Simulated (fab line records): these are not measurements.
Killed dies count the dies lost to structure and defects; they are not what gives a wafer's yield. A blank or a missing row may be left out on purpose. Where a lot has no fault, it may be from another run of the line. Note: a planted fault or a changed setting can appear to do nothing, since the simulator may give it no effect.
Matching of chambers || flow nand_harc || cmp-03 running NHARC_A_STAIRCASE_CMP_472: 4 sister chambers
The step polishes SiO2. 8 wafers are shown with their chamber, then 7 later ones without.

== WAFERS, EACH WITH ITS CHAMBER ==
{"wafer": "L079.4", "chamber": 1, "motor_current_A (A)": 12.1}
{"wafer": "L079.6", "chamber": 2, "motor_current_A (A)": 14.6}
{"wafer": "L082.1", "chamber": 2, "motor_current_A (A)": 13.9}
{"wafer": "L082.4", "chamber": 1, "motor_current_A (A)": 12.7}
{"wafer": "L083.3", "chamber": 3, "motor_current_A (A)": 12.7}
{"wafer": "L083.6", "chamber": 0, "motor_current_A (A)": 13.6}
{"wafer": "L089.1", "chamber": 0, "motor_current_A (A)": 13.4}
{"wafer": "L089.2", "chamber": 3, "motor_current_A (A)": 12.2}

== WAFERS WITHOUT THEIR CHAMBER ==
{"wafer": "L089.5", "motor_current_A (A)": 14.2}
{"wafer": "L088.1", "motor_current_A (A)": 14.1}
{"wafer": "L088.3", "motor_current_A (A)": 12.7}
{"wafer": "L088.5", "motor_current_A (A)": 13.7}
{"wafer": "L093.1", "motor_current_A (A)": 13.5}
{"wafer": "L093.2", "motor_current_A (A)": 12.9}
{"wafer": "L093.3", "motor_current_A (A)": 13.8}

== EACH ONE'S CHAMBER ==
{"wafer": "L089.5", "from the rows above": "can't be placed: 2 or 0", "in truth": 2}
{"wafer": "L088.1", "from the rows above": "can't be placed: 2 or 0", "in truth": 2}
{"wafer": "L088.3", "from the rows above": "can't be placed: 3 or 1 or 0", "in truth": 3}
{"wafer": "L088.5", "from the rows above": "can't be placed: 0 or 2", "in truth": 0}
{"wafer": "L093.1", "from the rows above": "can't be placed: 0 or 2", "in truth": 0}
{"wafer": "L093.2", "from the rows above": "can't be placed: 3 or 1 or 0", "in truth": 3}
{"wafer": "L093.3", "from the rows above": "can't be placed: 0 or 2", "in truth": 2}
0 of 7 placed correctly. Not placeable from these rows: 7 (in 7, the candidates include the true chamber). 0 placed wrongly.
How it was worked out, from the rows above alone: a wafer's distance from a chamber is the root of the sum, over the readings, of the square of ((its reading less the chamber's mean) divided by the reading's scatter). If the next closest chamber is less than 2 further off than the closest, the wafer can't be placed; otherwise it belongs to the closest. Each chamber's mean is taken over the wafers shown for it. How the scatter is found: for the shown wafers, subtract from each reading the mean of its chamber, square and add these, divide the total by (wafers less chambers), then take the root.
